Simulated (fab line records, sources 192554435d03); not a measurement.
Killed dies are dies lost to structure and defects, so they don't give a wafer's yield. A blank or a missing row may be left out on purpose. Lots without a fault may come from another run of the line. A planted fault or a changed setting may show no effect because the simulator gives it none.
A struck lot beside a sound one | flow n5_finfet | 37 steps out of a route of 1938
Sound: wafers L921.1, L921.3, L921.5. Struck: wafer L918.3. (L918.2, L918.4 of the same lot were not struck and are left out.) The cause comes at the end.
At each step with rows: each side's tool, then ch and its chambers, then its first start. Under that, the readings that differ: sound wafers | struck wafers | difference of the means | sigmas: that difference in standard deviations of wafers without a fault.
alike: readings whose means differ by less than 2 such deviations, and words and numbers that are the same on both sides. not compared: withheld readings, readings that some wafer has no value for, bounds like >300 that may hide the same value, and numbers for which the record gives no deviation and whose values overlap.
The two part at a step that has a row with sigmas, a row that says differs or no value, or rows on one side only. Numbers that don't overlap but have no deviation are shown without sigmas and don't part them. A reading that every wafer of one side lacks parts them only if that side has two wafers or more.

first, 9 steps without rows for these wafers: N5_BEOL_M10_ALD_74 (deposits TaN, target thk 2 nm, pulse time 2 s, purge time 3 s); N5_BEOL_M10_SURFACE_TREAT_76; N5_BEOL_M10_CVD_75 (deposits Co from CCTBA/H2, target thk 2 nm, time 138.9 s); N5_BEOL_M10_SPUTTER_48 (material Cu, target thk 12 nm, time 2 s); N5_BEOL_M10_ECD_50 (material Cu, target thk 318 nm); N5_BEOL_M10_ANNEAL_51 (time 90 s); N5_BEOL_M10_CMP_52 (polishes, stops on SiCOH lowk, t overpolish 7 s, target thk 140 nm); N5_BEOL_M10_PRE_CLEAN_55 (time 15 s); N5_BEOL_M10_DEP_56 (deposits SiCN from 3MS/NH3, target thk 15 nm, time 26.5 s).
N5_BEOL_M11_ILD_DEP_00: deposits SiCOH lowk from DEMS/porogen, target thk 308.51 nm, time 58 s.
  sound on pecvd-02 ch 0,2, day 17 02:08; struck on pecvd-04 ch 1, day 16 05:26
  reading                                             | sound             | struck | difference | sigmas
  model.SiCOH_lowk_of_BEOL_M11_ILD_DEP_00.thk_nm (nm) | 304.8 312.6 312.2 | 279.2  | -30.7      |
  alike: heater_power_w, showerhead_plenum_p_Torr, throttle_valve_pct
  not compared: since_wet_clean_h
then, 1 step without rows for these wafers: N5_BEOL_M11_CURE_71 (cures SiCOH lowk, time 240 s).
N5_BEOL_M11_THK_MEAS_01:
  sound on film_metro-01, day 17 02:46; struck on film_metro-01, day 16 06:23
  reading          | sound             | struck | difference | sigmas
  M11_ILD_THK (nm) | 264.6 271.6 271.4 | 241.9  | -27.3      | -9
then, 23 steps without rows for these wafers: N5_BEOL_M11_PECVD_70 (deposits SiO2 from TEOS/O2, target thk 20 nm, time 22.7 s); N5_BEOL_M11_HM_DEP_02 (deposits TiN, target thk 20 nm); N5_BEOL_M11_COAT_59 (time 60 s, resist thk 100 nm); N5_BEOL_M11_COAT_60 (time 60 s, resist thk 30 nm); N5_BEOL_M11_COAT_05 (resist thk 90 nm); N5_BEOL_M11_EBR_07; N5_BEOL_M11_SOFTBAKE_06 (time 60 s); N5_BEOL_M11_EXPOSE_08 (exposes mask M11); N5_BEOL_M11_PEB_09 (peb time 60 s); N5_BEOL_M11_DEVELOP_10 (develop time 30 s); N5_BEOL_M11_DESCUM_16 (chemistry O2, time 7.9 s); N5_BEOL_M11_ETCH_61 (etches SiARC in CF4, target depth 39 nm, time 65 s); N5_BEOL_M11_ETCH_62 (etches SOC in N2/H2, target depth 110 nm, overetch 22 nm, time 165 s); N5_BEOL_M11_STRIP_68 (strips in N2/H2); N5_BEOL_M11_STRIP_67 (strips in CF4); N5_BEOL_M11_HM_OPEN_17 (chemistry Cl2/BCl3, target TiN, target depth 20 nm, overetch 6 nm); N5_BEOL_M11_STRIP_19 (strips in O2); N5_BEOL_M11_COAT_63 (time 60 s, resist thk 100 nm); N5_BEOL_M11_COAT_64 (time 60 s, resist thk 30 nm); N5_BEOL_M11_COAT_22 (resist thk 90 nm); N5_BEOL_M11_EBR_24; N5_BEOL_M11_SOFTBAKE_23 (time 60 s); N5_BEOL_M11_EXPOSE_25 (exposes mask V10).
N5_BEOL_M11_CMP_52: polishes, stops on SiCOH lowk, t overpolish 7 s, target thk 140 nm.
  sound on cmp-02 ch 0,1, day 17 12:47; struck on cmp-04 ch 3, day 16 15:33
  reading                                             | sound             | struck | difference | sigmas
  model.SiCOH_lowk_of_BEOL_M11_ILD_DEP_00.thk_nm (nm) | 261.8 268.6 268.2 | 239    | -27        |
  alike: motor_current_A, slurry_flow_ml_min
N5_PASSIVATION_PROBE_49:
  sound on prober-02, day 19 08:24; struck on prober-02, day 18 02:19
  alike: defect_limited_yield, killed_at_M0_to_M3, killed_at_M4_up, killed_at_contacts, killed_at_front_end, killed_at_other, killed_dies, killed_open, killed_short, sort_bin_5_function, sort_bin_6_memory, sort_n_pass, sort_yield_pct

WHERE THEY PART
Only at N5_BEOL_M11_THK_MEAS_01, within this record. Later steps at which nothing parts them and some readings are alike: N5_BEOL_M11_CMP_52, N5_PASSIVATION_PROBE_49.

WHY: what the simulator had put in
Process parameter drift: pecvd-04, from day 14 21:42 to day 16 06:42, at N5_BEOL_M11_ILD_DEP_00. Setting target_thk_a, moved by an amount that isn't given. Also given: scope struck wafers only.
